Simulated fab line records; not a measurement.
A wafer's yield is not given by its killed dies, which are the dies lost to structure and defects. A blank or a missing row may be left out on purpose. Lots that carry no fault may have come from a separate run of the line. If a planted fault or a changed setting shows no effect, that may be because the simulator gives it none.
Code-filled problem report in 8D (eight disciplines) form | flow n5Finfet | the parts of the form that need people (team, actions taken, sign-off) are left out

== 1. WHAT WENT WRONG ==
runLengthS at N5_BEOL_M0_SAQP_PECVD_96 reads a mean of 57.7 s on 5 wafers of 3 lots; wafers without a fault read 81.1 s with a standard deviation of 0.52. That is -45 standard deviations from the usual mean.
The step: deposits a-Si from SiH4/He, target thk 45 nm, time 45.2 s.
First seen on wafer L255.3, day 10 00:38, on pecvd-01. The record holds 14 wafers of 5 lots with a number at this step. Rule for "out" (also "out of limits"): further than 4 standard deviations from the usual mean. The other wafers with a number count as sound.

== 2. WHAT IT IS; WHAT IT IS NOT ==
question                    | is                                     | is not
which readings at this step | runLengthS                             | heaterPowerW, showerheadPlenumPTorr, throttleValvePct
which lots                  | L255, L256, L257                       | L251, L253
which wafers of those lots  | L255.3, L255.5, L256.3, L256.5, L257.5 | L255.4, L256.2, L257.2, L257.6
read on which tools         | pecvd-01                               | pecvd-02
when                        | from day 10 00:38                      | up to then (6 sound wafers); but 3 sound wafers of L256, L257 came after

== 3. THE SUSPECTS, EACH WITH WHAT RULES IT OUT ==
Counting: a tool at a process step up to the reading stays a suspect if it ran every lot that is out. Sound lots after the first of them don't rule it out here, since some wafers of a struck lot are sound.
- pecvd-01 at N5_BEOL_M0_SAQP_PECVD_96 (deposits a-Si from SiH4/He, target thk 45 nm, time 45.2 s): kept. Ran every lot that is out, first one L255 (day 10 00:38); last sound lot up to then L251 (day 9 00:19). Its own readings are out on those wafers: runLengthS.
After counting, what remains is pecvd-01 at N5_BEOL_M0_SAQP_PECVD_96.

== 4. THE CAUSE (what the simulator had put in) ==
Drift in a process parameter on pecvd-01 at N5_BEOL_M0_SAQP_PECVD_96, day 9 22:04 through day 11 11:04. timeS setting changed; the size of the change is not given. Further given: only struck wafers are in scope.
Counting left only this tool.

== 5. THE EFFECT CHAIN, in route order ==
Each row: a reading where the mean over the struck wafers with a number is more than 3 standard deviations away from the usual. Only readings whose record carries a usual standard deviation are examined. hours: median over the lots of the time between each lot's start at the first step of this table that gives one and its start at this step. sigmas: the change, counted in usual standard deviations.
hours | step                             | reading      | usual      | on struck wafers | change | sigmas
0     | N5_BEOL_M0_SAQP_PECVD_96         | runLengthS   | 81.1 s     | 57.7             | -23.4  | -45
3     | N5_BEOL_M0_SAQP_MANDREL_ETCH_103 | oesProductAu | 0.686 a.u. | 0.477            | -0.209 | -14
It contains these process steps:
- N5_BEOL_M0_SAQP_PECVD_96: deposits a-Si from SiH4/He, target thk 45 nm, time 45.2 s.
- N5_BEOL_M0_SAQP_MANDREL_ETCH_103: etches a-Si in HBr/Cl2, stops on SiCN, target depth 45 nm, bt time 10 s, time 27 s.
Later measuring or inspecting steps at which every struck wafer that the step has a row for has a number for every such reading, and none has moved that far: N5_BEOL_M4_RC_MEAS_101.

== 6. HOW IT WOULD HAVE BEEN CAUGHT EARLIER ==
In this record no reading fell out of limits until day 10 00:38, 3 hours after the fault had begun at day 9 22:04.
